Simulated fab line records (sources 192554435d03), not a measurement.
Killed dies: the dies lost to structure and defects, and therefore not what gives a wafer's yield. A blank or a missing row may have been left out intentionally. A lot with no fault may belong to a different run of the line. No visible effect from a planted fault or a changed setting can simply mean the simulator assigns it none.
fab line records	flow n5-finfet
record: lots: 10	wafers: 28	last-day: 17
route steps=1938 shown BEOL_M11@1588 BEOL_M12@1602
lots with no fault: from the same line, run without faults
start-h: start of the lot's first displayed wafer, in hours after the record's first day	wait-h: hours since the lot's step before	" unchanged from the row above	L1.1+2: one row covering several wafers at once	- no value present, or no start provided	* or withheld: withheld	< > ~ a bound
route shown NAME@n: NAME is a module with steps in the file, n the number in the route of the first one	usual: the fault-free wafers' mean and standard deviation	same: alike in all rows	chamber/n: place in a boat	sites: the reading at each site	_std_site: standard deviation across them	_edge_site: inner sites' mean taken away from outer sites' mean	radius-mm: how far each site lies from the wafer's centre	mask NAME#n: copy n	behind: the most recent tool/chamber to have shaped the wafer	hold: why the lot was held/for how many hours/how that ended	device: transistor that didn't switch, given as n, p or np	end of line: tests of these same wafers at the route's end	a step given without rows: its recipe and nothing more	killed: dies that structure and defects cost at the first sort, which is not the same as the wafer's yield	map: per-die view of a wafer (x killed, . not killed, _ where there is no die)
set.NAME: the setting the step ran with; set.NAME@STEP: the setting that earlier step ran with	model.NAME: the simulator's own value behind a step, which no gauge read
the route's steps for a sample of lots (tables are steps, rows are wafers)
services: a tool's chamber out of use, with start hour (start-h, from the record's first day; less than 0 if before it), hours out, and reason
== steps ==
step: N5_BEOL_M11_DEGAS_44
recipe: ambient: vacuum	temp-c: 250	time-s: 60
usual: heater-power-w: 314/33
lot.wafer	tool	chamber	start-h	wait-h	heater-power-w
L777.1	pvd-sputter-01	-	241.74	1.4	268
L777.3	"	-	"	"	280
L777.5	"	-	"	"	349
L775.1	pvd-sputter-02	-	242.94	0.3	277
L775.3	"	-	"	"	390
L775.5	"	-	"	"	386
L779.2	pvd-sputter-03	-	255.11	0.9	311
L779.4	"	-	"	"	301
L779.5	"	-	"	"	309
L780.1	pvd-sputter-02	-	261.47	0.6	289
L780.5	"	-	"	"	282
L780.6	"	-	"	"	312
L782.2	pvd-sputter-01	-	262.93	0.2	307
L782.4	"	-	"	"	282
L782.6	"	-	"	"	345
L781.1	pvd-sputter-01	-	271.94	1.0	277
L781.4	"	-	"	"	261
L781.6	"	-	"	"	344
L789.5	pvd-sputter-01	-	329.26	0.2	279
L789.6	"	-	"	"	308
L790.1	pvd-sputter-02	-	340.43	0.5	387
L790.5	"	-	"	"	385
L794.1	pvd-sputter-02	-	350.20	0.5	279
L794.2	"	-	"	"	296
L794.3	"	-	"	"	311
L793.2	pvd-sputter-02	-	352.31	0.2	316
L793.3	"	-	"	"	276
L793.6	"	-	"	"	389
step: N5_BEOL_M11_CMP_52
recipe: stop-on: SiCOH_lowk	t-overpolish-s: 7	down-force-psi: 1	platen-rpm: 50	clearing-platen-down-force-psi: 1.5	clearing-platen-rpm: 50	post-cmp-clean: cu-alkaline	target-thk-nm: 140	clearing-platen-pad-velocity-m-s: 0.99484	pad-velocity-m-s: 0.99484
usual: barrier-field-endpoint-s: 29.0/0.86	motor-current-A: 6.2/0.63	overpolish-run-s: 7.001/0.0091	time-to-endpoint-s: 67/3.5
lot.wafer	tool	chamber	start-h	wait-h	barrier-field-endpoint-s	motor-current-A	overpolish-run-s	time-to-endpoint-s
L777.1	cmp-04	1	243.04	0.3	28.5	5.9	6.996	68
L777.3	"	3	"	"	28.6	5.5	7.013	65
L777.5	"	1	"	"	29.2	5.6	6.997	70
L775.3	cmp-03	0	245.74	0.2	28.2	6.9	7.007	68
L775.1	"	1	"	"	28.0	6.0	7.013	64
L775.5	"	1	"	"	27.6	6.3	6.984	63
L779.2	cmp-04	1	256.41	0.2	30.1	5.6	6.992	72
L779.4	"	3	"	"	29.9	5.5	6.996	70
L779.5	"	2	"	"	29.2	6.4	7.002	66
L780.1	cmp-03	3	264.15	0.6	29.5	5.9	7.007	69
L780.5	"	1	"	"	30.0	6.2	7.004	66
L780.6	"	2	"	"	29.5	6.8	6.995	71
L782.4	cmp-04	2	264.55	0.2	28.6	6.6	7.014	64
L782.2	"	0	"	"	28.9	5.3	7.001	71
L782.6	"	1	"	"	30.4	5.9	7.001	72
L781.1	cmp-02	2	273.34	0.3	30.0	7.4	6.989	76
L781.4	"	0	"	"	28.9	6.5	7.004	68
L781.6	"	2	"	"	30.5	7.6	6.997	75
L789.6	cmp-04	1	330.98	0.2	28.4	5.9	7.019	68
L789.5	"	2	"	"	26.8	6.4	7.013	59
L790.1	cmp-03	0	342.05	0.3	28.9	6.7	7.002	71
L790.5	"	1	"	"	28.6	6.0	6.989	66
L794.2	cmp-02	2	351.42	0.2	30.5	7.5	6.996	72
L794.3	"	3	"	"	28.5	5.5	7.004	65
L794.1	"	1	"	"	28.2	6.4	6.978	65
L793.2	cmp-02	1	353.71	0.3	29.2	6.7	6.994	67
L793.3	"	2	"	"	30.0	7.4	7.015	72
L793.6	"	3	"	"	29.5	5.4	6.995	68
step: N5_BEOL_M12_ILD_DEP_00
recipe: material: SiOC	target-thk-a: 6589.2	temp-c: 350	precursor: DEMS/O2	pressure-torr: 5	rf-w: 500	time-s: 130.7
usual: heater-power-w: 486/50	run-length-s: 175.6/0.65	showerhead-plenum-p-Torr: 5.697/0.013	throttle-valve-pct: 12.3/0.58
lot.wafer	tool	chamber	start-h	wait-h	heater-power-w	run-length-s	showerhead-plenum-p-Torr	throttle-valve-pct
L777.1	pecvd-03	0	243.53	0.0	571	175.1	5.728	12.9
L777.3	"	2	"	"	464	175.9	5.694	11.5
L777.5	"	0	"	"	463	175.2	5.728	12.8
L775.1	pecvd-03	0	246.22	0.0	520	174.9	5.722	12.8
L775.3	"	2	"	"	414	176.2	5.700	11.8
L775.5	"	1	"	"	464	175.5	5.687	12.8
L779.2	pecvd-02	2	256.89	0.0	433	177.0	5.676	11.7
L779.4	"	1	"	"	479	174.4	5.696	12.6
L779.5	"	2	"	"	365	176.4	5.679	11.5
L780.1	pecvd-03	0	264.56	0.0	559	175.0	5.713	12.6
L780.5	"	2	"	"	414	176.7	5.699	11.6
L780.6	"	0	"	"	463	175.2	5.714	12.7
L782.2	pecvd-03	0	264.99	0.0	564	174.9	5.712	12.6
L782.4	"	0	"	"	463	175.1	5.725	12.7
L782.6	"	1	"	"	437	175.4	5.697	12.5
L781.1	pecvd-03	1	273.83	0.0	494	175.2	5.705	12.6
L781.4	"	2	"	"	498	176.6	5.698	11.6
L781.6	"	0	"	"	527	175.7	5.732	12.6
L789.5	pecvd-03	0	331.36	0.1	552	195.1	5.719	13.0
L789.6	"	1	"	"	509	175.2	5.694	12.6
L790.1	pecvd-03	2	342.54	0.0	464	195.9	5.702	11.8
L790.5	"	0	"	"	545	195.4	5.725	12.9
L794.1	pecvd-02	2	351.90	0.0	428	176.0	5.696	11.7
L794.2	"	1	"	"	577	174.3	5.712	12.4
L794.3	"	0	"	"	519	175.7	5.683	12.6
L793.2	pecvd-02	1	354.12	0.0	507	174.7	5.701	12.5
L793.3	"	0	"	"	525	175.5	5.682	12.4
L793.6	"	0	"	"	549	175.6	5.692	12.4
step: N5_BEOL_M12_THK_MEAS_01
recipe: reads: SiOC_of_BEOL_M12_ILD_DEP_00
usual: M12_ILD_THK: 659/9.1
lot.wafer	tool	chamber	start-h	wait-h	M12_ILD_THK[nm]
L777.1	film-metro-02	-	243.66	0.1	655
L777.3	"	-	"	"	658
L777.5	"	-	"	"	672
L775.1	film-metro-01	-	246.36	0.1	652
L775.3	"	-	"	"	651
L775.5	"	-	"	"	658
L779.2	film-metro-02	-	257.07	0.1	642
L779.4	"	-	"	"	660
L779.5	"	-	"	"	669
L780.1	film-metro-02	-	264.69	0.1	656
L780.5	"	-	"	"	665
L780.6	"	-	"	"	668
L782.2	film-metro-01	-	265.13	0.1	649
L782.4	"	-	"	"	670
L782.6	"	-	"	"	656
L781.1	film-metro-02	-	273.96	0.1	646
L781.4	"	-	"	"	663
L781.6	"	-	"	"	666
L789.5	film-metro-01	-	331.44	0.0	761
L789.6	"	-	"	"	653
L790.1	film-metro-02	-	342.67	0.1	765
L790.5	"	-	"	"	755
L794.1	film-metro-02	-	352.03	0.1	651
L794.2	"	-	"	"	665
L794.3	"	-	"	"	658
L793.2	film-metro-02	-	354.25	0.1	653
L793.3	"	-	"	"	663
L793.6	"	-	"	"	669
step: N5_BEOL_M12_INSPECT_12
recipe: mode: adi	inspect-instrument: macro
usual: raw-defect-count: 2.3/1.5
lot.wafer	tool	chamber	start-h	wait-h	raw-defect-count
L777.1	defect-inspect-02	-	244.02	0.0	2
L777.3	"	-	"	"	4
L777.5	"	-	"	"	3
L775.1	defect-inspect-02	-	246.84	0.0	2
L775.3	"	-	"	"	3
L775.5	"	-	"	"	2
L779.2	defect-inspect-02	-	257.55	0.0	4
L779.4	"	-	"	"	2
L779.5	"	-	"	"	1
L780.1	defect-inspect-01	-	265.04	0.0	2
L780.5	"	-	"	"	4
L780.6	"	-	"	"	1
L782.2	defect-inspect-01	-	265.61	0.0	3
L782.4	"	-	"	"	3
L782.6	"	-	"	"	2
L781.1	defect-inspect-01	-	274.44	0.0	1
L781.4	"	-	"	"	1
L781.6	"	-	"	"	3
L789.5	defect-inspect-02	-	331.93	0.0	1
L789.6	"	-	"	"	3
L790.1	defect-inspect-01	-	343.15	0.0	3
L790.5	"	-	"	"	3
L794.1	defect-inspect-02	-	352.39	0.0	4
L794.2	"	-	"	"	2
L794.3	"	-	"	"	1
L793.2	defect-inspect-01	-	354.60	0.0	4
L793.3	"	-	"	"	2
L793.6	"	-	"	"	1
step: N5_BEOL_M12_STRIP_63
recipe: chemistry: N2/H2	power-w: 1000	temp-c: 250	h2-frac: 0.65	overash-fraction: 0.3	pressure-mtorr: 1000	n2-flow-sccm: 1750	h2-flow-sccm: 3250
usual: drypump-motor-current-A: 5.8/0.48	heater-power-w: 355/24	oes-product-au: 0.693/0.0048	strip-time-to-endpoint-s: 42.3/0.93
lot.wafer	tool	chamber	start-h	wait-h	drypump-motor-current-A	heater-power-w	oes-product-au	rf-hours-counter-h	strip-time-to-endpoint-s
L777.1	plasma-asher-02	0	244.34	-	5.9	388	0.697	120	42.9
L777.3	"	1	"	"	5.9	325	0.692	-	42.0
L777.5	"	0	"	"	5.9	391	0.691	-	41.3
L775.1	plasma-asher-02	1	247.16	-	5.9	315	0.697	121	42.9
L775.3	"	1	"	"	5.9	326	0.692	-	42.9
L775.5	"	0	"	"	5.9	383	0.694	-	42.3
L779.2	plasma-asher-01	1	258.15	-	6.4	355	0.694	73	42.8
L779.4	"	1	"	"	6.4	358	0.690	-	41.5
L779.5	"	0	"	"	5.0	361	0.682	-	40.8
L780.1	plasma-asher-02	0	265.39	-	5.8	381	0.685	125	41.7
L780.5	"	1	"	"	5.9	312	0.692	-	40.9
L780.6	"	0	"	"	5.8	403	0.703	-	41.0
L782.2	plasma-asher-01	1	265.93	-	6.4	359	0.692	74	43.6
L782.4	"	0	"	"	5.0	358	0.692	-	41.8
L782.6	"	1	"	"	6.4	353	0.696	-	42.9
L781.1	plasma-asher-02	0	274.76	-	5.9	387	0.693	127	43.0
L781.4	"	0	"	"	5.9	381	0.696	-	41.7
L781.6	"	1	"	"	5.9	331	0.700	-	41.4
L789.5	plasma-asher-01	0	332.38	-	5.0	365	0.680	-	34.6
L789.6	"	1	"	"	6.4	361	0.699	-	43.5
L790.1	plasma-asher-01	1	343.47	-	6.4	342	0.679	89	33.5
L790.5	"	0	"	"	5.0	351	0.682	-	34.4
L794.1	plasma-asher-02	0	352.71	-	5.9	388	0.690	142	43.2
L794.2	"	1	"	"	5.9	329	0.688	142	42.4
L794.3	"	1	"	"	5.9	319	0.698	-	43.1
L793.2	plasma-asher-01	0	354.92	-	5.0	365	0.692	91	42.3
L793.3	"	0	"	"	5.0	359	0.692	-	41.2
L793.6	"	1	"	"	6.4	355	0.682	-	40.8
== services ==
tool	chamber	start-h	hours	kind
cmp-04	-	221.33	1.1	repair
pecvd-03	0	232.59	2.1	scheduled-down
cmp-03	-	240.60	4.1	repair
pecvd-02	0	253.03	5.5	scheduled-down
cmp-03	-	253.55	4.0	pm
cmp-04	-	257.30	1.7	repair
cmp-04	-	269.06	3.8	repair
cmp-03	-	274.21	0.6	repair
cmp-02	-	279.47	6.2	repair
pvd-sputter-02	-	288.44	40.3	repair
cmp-03	-	294.05	3.7	repair
cmp-04	-	301.03	0.6	repair
pecvd-03	-	343.35	14.6	pm
cmp-03	-	352.81	0.8	repair
== key ==
first-sign: step: N5_BEOL_M12_ILD_DEP_00	reading: run-length-s	direction: up	sigmas: 31	usual: *	struck: *
effect: step: N5_BEOL_M12_THK_MEAS_01	reading: M12_ILD_THK	direction: up	sigmas: 11	usual: 659	struck: 760
effect: step: N5_BEOL_M12_STRIP_63	reading: strip-time-to-endpoint-s	direction: down	sigmas: 8.7	usual: *	struck: *
met-at N5_BEOL_M12_ILD_DEP_00
struck-lots L789,L790
struck-wafers L789.5,L790.1,L790.5
not-acting-at N5_BEOL_M11_DEGAS_44,N5_BEOL_M11_CMP_52,N5_BEOL_M12_INSPECT_12
onset-between 273.83 331.36
fault: kind: process-parameter-drift	tool: pecvd-03	chamber: -	onset-h: 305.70	steps: N5_BEOL_M12_ILD_DEP_00	channel: time-s	offset: *	shape: step	end-h: 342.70	scope: struck-wafers-only	acts-in: *	stated: *
